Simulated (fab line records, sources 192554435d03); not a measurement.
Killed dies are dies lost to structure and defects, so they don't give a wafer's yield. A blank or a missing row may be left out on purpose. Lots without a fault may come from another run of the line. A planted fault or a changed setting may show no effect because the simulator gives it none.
Which tool did it? | flow n5_finfet | 9 lots, 26 wafers sampled, at 7 steps of a route of 1938

WHAT THE GAUGES READ, wafer by wafer
N5_BEOL_M8_OCD_MEAS_38. Usual: trench_depth_nm 93.5 nm, standard deviation 1.7.
lot  | measured     | on     | trench_depth_nm (nm) | flag
L717 | day 10 07:36 | ocd-01 | 93.5 91.4 89.8       |
L718 | day 10 21:49 | ocd-01 | 89.9 92.2 92.4       |
L720 | day 11 04:58 | ocd-02 | 93.6 91.2 133.7      | OFF
L725 | day 12 11:27 | ocd-02 | 93.5 135.9           | OFF
L728 | day 13 14:32 | ocd-01 | 93.5 91.5 91.6       |
L730 | day 13 15:08 | ocd-01 | 92.8 95.2 94.4       |
L729 | day 13 14:55 | ocd-01 | 94.4 92.9 92.4       |
L733 | day 14 23:25 | ocd-02 | 94.2 91.2 94.0       |
L736 | day 15 01:28 | ocd-02 | 91.5 95.8 94.3       |

N5_BEOL_M8_THK_MEAS_53: measures by xrf. Usual: M8_THK 79.7 nm, standard deviation 2.
lot  | measured     | on            | M8_THK (nm)     | flag
L717 | day 10 10:18 | film_metro-01 | 79.1 77.0 75.2  |
L718 | day 11 00:12 | film_metro-01 | 76.7 77.4 77.8  |
L720 | day 11 07:28 | film_metro-02 | 80.4 81.5 121.8 | OFF
L725 | day 12 14:02 | film_metro-01 | 77.1 121.4      | OFF
L728 | day 13 16:45 | film_metro-01 | 79.5 78.0 77.9  |
L730 | day 13 19:15 | film_metro-01 | 78.2 80.6 80.2  |
L729 | day 13 17:16 | film_metro-02 | 81.3 80.4 80.5  |
L733 | day 15 01:41 | film_metro-02 | 80.9 78.4 81.2  |
L736 | day 15 04:17 | film_metro-01 | 76.6 82.5 80.5  |

N5_BEOL_M8_RS_MEAS_57: measures by four-point-probe. Usual: M8_RS 0.286 ohm/sq, standard deviation 0.0077.
lot  | measured     | on            | M8_RS (ohm/sq)    | flag
L717 | day 10 10:26 | film_metro-01 | 0.283 0.292 0.302 |
L718 | day 11 00:20 | film_metro-01 | 0.298 0.296 0.293 |
L720 | day 11 07:36 | film_metro-02 | 0.287 0.282 0.179 | OFF
L725 | day 12 14:10 | film_metro-02 | 0.295 0.175       | OFF
L728 | day 13 16:55 | film_metro-02 | 0.288 0.295 0.298 |
L730 | day 13 19:23 | film_metro-02 | 0.294 0.285 0.286 |
L729 | day 13 17:25 | film_metro-02 | 0.283 0.288 0.287 |
L733 | day 15 01:50 | film_metro-02 | 0.284 0.295 0.282 |
L736 | day 15 04:26 | film_metro-01 | 0.300 0.277 0.283 |

WHICH TOOL RAN EACH LOT (tool, then ch and the chambers of the sampled wafers, then the start)
lot  | N5_BEOL_M8_ETCH_62                 | N5_BEOL_M8_DESCUM_33               | N5_BEOL_M8_TRENCH_ETCH_37          | N5_BEOL_M8_STRIP_80
L717 | rie_diel-04 ch 2,3, day 10 06:22   | rie_diel-06 ch 1,2,3, day 10 07:10 | rie_diel-06 ch 1,2,3, day 10 07:26 | rie_diel-06 ch 1,2,3, day 10 07:36 or earlier
L718 | rie_diel-04 ch 1,2, day 10 20:35   | rie_diel-06 ch 0,2, day 10 21:23   | rie_diel-06 ch 0,2, day 10 21:40   | rie_diel-06 ch 0,2, day 10 21:49 or earlier
L720 | rie_diel-04 ch 0,1,3, day 11 00:25 | rie_diel-06 ch 0,1,3, day 11 04:32 | rie_diel-06 ch 0,1,3, day 11 04:48 | rie_diel-06 ch 0,1,3, day 11 04:58 or earlier
L725 | rie_diel-04 ch 0,1, day 12 09:23   | rie_diel-06 ch 0,3, day 12 11:01   | rie_diel-06 ch 0,3, day 12 11:17   | rie_diel-06 ch 0,3, day 12 11:27 or earlier
L728 | rie_diel-03 ch 0,1, day 13 12:47   | rie_diel-04 ch 0,3, day 13 14:07   | rie_diel-04 ch 0,3, day 13 14:23   | rie_diel-04 ch 0,3, day 13 14:32 or earlier
L730 | rie_diel-06 ch 0,1,2, day 13 13:14 | rie_diel-04 ch 1,2,3, day 13 14:42 | rie_diel-04 ch 1,2,3, day 13 14:58 | rie_diel-04 ch 1,2,3, day 13 15:08 or earlier
L729 | rie_diel-04 ch 0,2,3, day 13 13:28 | rie_diel-03 ch 0,1,2, day 13 14:29 | rie_diel-03 ch 0,1,2, day 13 14:46 | rie_diel-03 ch 0,1,2, day 13 14:55 or earlier
L733 | rie_diel-04 ch 0,2, day 14 21:50   | rie_diel-03 ch 1,2, day 14 22:59   | rie_diel-03 ch 1,2, day 14 23:15   | rie_diel-03 ch 1,2, day 14 23:25 or earlier
L736 | rie_diel-03 ch 0,2, day 15 00:05   | rie_diel-03 ch 1,2,3, day 15 01:02 | rie_diel-03 ch 1,2,3, day 15 01:19 | rie_diel-03 ch 1,2,3, day 15 01:28 or earlier
- N5_BEOL_M8_ETCH_62: etches SOC in N2/H2, target depth 110 nm, overetch 22 nm, time 165 s.
- N5_BEOL_M8_DESCUM_33: chemistry O2, time 7 s.
- N5_BEOL_M8_TRENCH_ETCH_37: etches SiCOH lowk in C4F6/O2, target depth 93.478 nm, time 31.2 s.
- N5_BEOL_M8_STRIP_80: strips in N2/H2, time 10 s.

WHAT THE TOOLS THEMSELVES READ (means of the sampled wafers that have a number; where no wafer has one, the mark that the record gives instead)
N5_BEOL_M8_ETCH_62. Usual: drypump_motor_current_A 5.7 A, standard deviation 0.57; oes_product_au 0.69 a.u., standard deviation 0.059; rf_vpp_V 522.8 V, standard deviation 2.6; showerhead_plenum_p_Torr 2.51 Torr, standard deviation 0.089; temp_c 39.99 C, standard deviation 0.11; throttle_valve_pct 17.83 %, standard deviation 0.18.
lot  | tool        | drypump_motor_current_A (A) | oes_product_au (a.u.) | rf_vpp_V (V) | showerhead_plenum_p_Torr (Torr) | temp_c (C) | throttle_valve_pct (%) | flag
L717 | rie_diel-04 | 5.8                         | 0.62                  | 522.3        | 2.49                            | 40.01      | 18.07                  |
L718 | rie_diel-04 | 6.0                         | 0.62                  | 523.3        | 2.49                            | 40.02      | 17.95                  |
L720 | rie_diel-04 | 5.8                         | 0.67                  | 521.7        | 2.45                            | 39.96      | 17.82                  |
L725 | rie_diel-04 | 5.8                         | 0.66                  | 522.6        | 2.45                            | 40.05      | 17.77                  |
L728 | rie_diel-03 | 5.5                         | 0.73                  | 526.0        | 2.62                            | 39.93      | 17.94                  |
L730 | rie_diel-06 | 5.1                         | 0.72                  | 524.0        | 2.55                            | 40.04      | 17.90                  |
L729 | rie_diel-04 | 5.6                         | 0.68                  | 521.7        | 2.46                            | 39.93      | 17.87                  |
L733 | rie_diel-04 | 5.7                         | 0.70                  | 521.7        | 2.47                            | 39.92      | 17.79                  |
L736 | rie_diel-03 | 4.9                         | 0.69                  | 523.6        | 2.53                            | 40.04      | 17.87                  |

N5_BEOL_M8_DESCUM_33. Usual: bias_power_w 20.00 W, standard deviation 0.062; drypump_motor_current_A 5.7 A, standard deviation 0.71; oes_product_au 0.83 a.u., standard deviation 0.066; rf_vpp_V 242.6 V, standard deviation 1.5; showerhead_plenum_p_Torr 2.07 Torr, standard deviation 0.08; temp_c 39.98 C, standard deviation 0.11; throttle_valve_pct 20.42 %, standard deviation 0.2.
lot  | tool        | bias_power_w (W) | drypump_motor_current_A (A) | oes_product_au (a.u.) | rf_vpp_V (V) | showerhead_plenum_p_Torr (Torr) | temp_c (C) | throttle_valve_pct (%) | flag
L717 | rie_diel-06 | 20.00            | 5.6                         | 0.81                  | 242.0        | 2.01                            | 40.02      | 20.50                  |
L718 | rie_diel-06 | 20.00            | 5.3                         | 0.78                  | 241.6        | 2.00                            | 40.05      | 20.46                  |
L720 | rie_diel-06 | 20.03            | 5.6                         | 0.84                  | 241.2        | 2.03                            | 40.02      | 20.44                  |
L725 | rie_diel-06 | 19.99            | 6.0                         | 0.85                  | 242.1        | 2.04                            | 39.81      | 20.48                  |
L728 | rie_diel-04 | 20.01            | 5.6                         | 0.74                  | 241.8        | 2.00                            | 40.07      | 20.57                  |
L730 | rie_diel-04 | 19.97            | 5.8                         | 0.85                  | 242.2        | 2.04                            | 39.97      | 20.45                  |
L729 | rie_diel-03 | 20.06            | 5.5                         | 0.86                  | 242.6        | 2.13                            | 39.91      | 20.40                  |
L733 | rie_diel-03 | 19.99            | 5.4                         | 0.85                  | 243.2        | 2.10                            | 39.98      | 20.24                  |
L736 | rie_diel-03 | 19.92            | 6.0                         | 0.85                  | 244.3        | 2.15                            | 40.00      | 20.22                  |

N5_BEOL_M8_TRENCH_ETCH_37. Usual: drypump_motor_current_A 5.7 A, standard deviation 0.71; oes_o_777_au 0.82 a.u., standard deviation 0.071; oes_product_au 0.83 a.u., standard deviation 0.065; rf_vpp_V 664 V, standard deviation 12; showerhead_plenum_p_Torr 2.82 Torr, standard deviation 0.11; throttle_valve_pct 20.92 %, standard deviation 0.23.
lot  | tool        | drypump_motor_current_A (A) | oes_o_777_au (a.u.) | oes_product_au (a.u.) | rf_vpp_V (V) | showerhead_plenum_p_Torr (Torr) | throttle_valve_pct (%) | flag
L717 | rie_diel-06 | 5.6                         | 0.80                | 0.80                  | 661          | 2.74                            | 21.01                  |
L718 | rie_diel-06 | 5.3                         | 0.75                | 0.77                  | 665          | 2.76                            | 21.11                  |
L720 | rie_diel-06 | 5.6                         | 0.81                | 0.91                  | 666          | 2.77                            | 20.99                  |
L725 | rie_diel-06 | 6.0                         | 0.82                | 0.97                  | 664          | 2.77                            | 21.02                  |
L728 | rie_diel-04 | 5.6                         | 0.73                | 0.74                  | 659          | 2.73                            | 21.04                  |
L730 | rie_diel-04 | 5.8                         | 0.87                | 0.84                  | 651          | 2.78                            | 20.93                  |
L729 | rie_diel-03 | 5.5                         | 0.86                | 0.86                  | 663          | 2.89                            | 20.87                  |
L733 | rie_diel-03 | 5.4                         | 0.86                | 0.84                  | 671          | 2.84                            | 20.63                  |
L736 | rie_diel-03 | 6.0                         | 0.84                | 0.85                  | 672          | 2.93                            | 20.75                  |

N5_BEOL_M8_STRIP_80. Usual: bias_power_w 7.000 W, standard deviation 0.019; drypump_motor_current_A 5.7 A, standard deviation 0.71; oes_product_au 0.83 a.u., standard deviation 0.067; rf_vpp_V 59.1 V, standard deviation 0.95; showerhead_plenum_p_Torr 2.51 Torr, standard deviation 0.095; temp_c 40.00 C, standard deviation 0.11; throttle_valve_pct 23.70 %, standard deviation 0.26.
lot  | tool        | bias_power_w (W) | drypump_motor_current_A (A) | oes_product_au (a.u.) | rf_vpp_V (V) | showerhead_plenum_p_Torr (Torr) | temp_c (C) | throttle_valve_pct (%) | flag
L717 | rie_diel-06 | 6.988            | 5.7                         | 0.81                  | 58.2         | 2.45                            | 40.09      | 23.81                  |
L718 | rie_diel-06 | 7.015            | 5.3                         | 0.78                  | 59.4         | 2.45                            | 40.08      | 24.02                  |
L720 | rie_diel-06 | 7.000            | 5.6                         | 0.84                  | 58.2         | 2.47                            | 40.05      | 23.75                  |
L725 | rie_diel-06 | 6.981            | 6.0                         | 0.84                  | 58.5         | 2.46                            | 39.91      | 23.77                  |
L728 | rie_diel-04 | 6.994            | 5.5                         | 0.75                  | 58.6         | 2.42                            | 39.98      | 23.78                  |
L730 | rie_diel-04 | 6.991            | 5.9                         | 0.84                  | 59.0         | 2.46                            | 39.93      | 23.60                  |
L729 | rie_diel-03 | 6.991            | 5.5                         | 0.87                  | 58.8         | 2.59                            | 39.96      | 23.75                  |
L733 | rie_diel-03 | 6.998            | 5.4                         | 0.85                  | 60.3         | 2.56                            | 40.00      | 23.69                  |
L736 | rie_diel-03 | 7.003            | 6.0                         | 0.85                  | 58.9         | 2.62                            | 40.03      | 23.59                  |

THE ANSWER, worked out from the rows above alone
Rule: a lot is off if the mean of its wafers that have a number lies more than 3 standard deviations from the usual mean. A lot without any number at a reading at which 4 lots or more have one is off too. The other lots that the step has rows for count as sound. The gauges are gone through in route order, then the tools' own readings, and for those a lot's mean is taken as printed above. The first step at which some lot is off is used, and at that step the reading that is off furthest; a lot without a number counts as furthest.
Off: L720, L725, at N5_BEOL_M8_OCD_MEAS_38 (trench_depth_nm).
A tool fits if, at a process step before that reading, it ran every lot that is off, and no sound lot after the first of them. The gauges at N5_BEOL_M8_OCD_MEAS_38 aren't tried: what is off there is off at N5_BEOL_M8_THK_MEAS_53 too, on other tools, and a gauge's error can't cause that. N5_BEOL_M8_STRIP_80 gives no start for some lots, so the hours and the order of its lots are those of N5_BEOL_M8_OCD_MEAS_38. One fits: rie_diel-06 at N5_BEOL_M8_DESCUM_33 and N5_BEOL_M8_TRENCH_ETCH_37 and N5_BEOL_M8_STRIP_80. At N5_BEOL_M8_DESCUM_33 its last sound lot is L718 (day 10 21:23), its first lot that is off L720 (day 11 04:32): a fault that began between those two fits.

WHAT THE SIMULATOR HAD PUT IN
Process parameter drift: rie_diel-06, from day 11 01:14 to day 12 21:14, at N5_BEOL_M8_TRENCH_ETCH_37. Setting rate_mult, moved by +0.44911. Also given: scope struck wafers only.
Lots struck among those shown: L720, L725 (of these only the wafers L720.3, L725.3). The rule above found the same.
